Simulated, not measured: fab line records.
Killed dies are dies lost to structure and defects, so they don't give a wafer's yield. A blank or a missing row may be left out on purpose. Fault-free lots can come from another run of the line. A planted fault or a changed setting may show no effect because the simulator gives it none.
Chamber matching || flow n5_finfet || N5_BEOL_M8_DESCUM_33 on rie_diel-04 has 4 sister chambers
The step chemistry O2, time 7 s. 4 wafers are shown with their chamber, then 9 later ones without.

== WAFERS, EACH WITH ITS CHAMBER ==
{"wafer": "L077.5", "chamber": 3, "throttle_valve_pct (%)": 20.68}
{"wafer": "L079.4", "chamber": 0, "throttle_valve_pct (%)": 20.39}
{"wafer": "L086.5", "chamber": 1, "throttle_valve_pct (%)": 20.26}
{"wafer": "L086.6", "chamber": 2, "throttle_valve_pct (%)": 20.61}

== WAFERS WHOSE CHAMBER IS MISSING ==
{"wafer": "L092.1", "throttle_valve_pct (%)": 20.66}
{"wafer": "L092.3", "throttle_valve_pct (%)": 20.44}
{"wafer": "L092.4", "throttle_valve_pct (%)": 20.29}
{"wafer": "L094.2", "throttle_valve_pct (%)": 20.30}
{"wafer": "L094.3", "throttle_valve_pct (%)": 20.66}
{"wafer": "L094.5", "throttle_valve_pct (%)": 20.44}
{"wafer": "L096.4", "throttle_valve_pct (%)": 20.45}
{"wafer": "L096.5", "throttle_valve_pct (%)": 20.30}
{"wafer": "L096.6", "throttle_valve_pct (%)": 20.45}

== EACH ONE'S CHAMBER ==
{"wafer": "L092.1", "from the rows above": "can't be placed: 3 or 2", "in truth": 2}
{"wafer": "L092.3", "from the rows above": 0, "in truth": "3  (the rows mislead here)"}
{"wafer": "L092.4", "from the rows above": "can't be placed: 1 or 0", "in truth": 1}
{"wafer": "L094.2", "from the rows above": "can't be placed: 1 or 0", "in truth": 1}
{"wafer": "L094.3", "from the rows above": "can't be placed: 3 or 2", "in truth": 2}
{"wafer": "L094.5", "from the rows above": 0, "in truth": 0}
{"wafer": "L096.4", "from the rows above": 0, "in truth": 0}
{"wafer": "L096.5", "from the rows above": "can't be placed: 1 or 0", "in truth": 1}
{"wafer": "L096.6", "from the rows above": 0, "in truth": 0}
Correctly placed: 3 of 9. From these rows, 5 cannot be placed; in 5 the true chamber is one of the candidates. Wrongly placed: 1.
How it was worked out, from the rows above alone: a wafer's distance from a chamber is the root of the sum, over the readings, of the square of ((its reading less the chamber's mean) divided by the reading's scatter). The wafer belongs to the nearest chamber; if the next one is less than 2 further off, it can't be placed. For every chamber, the mean is computed from those of its wafers that are shown. The scatter: root of mean squared gap, hidden wafer to nearest shown wafer, with one shown wafer a chamber.
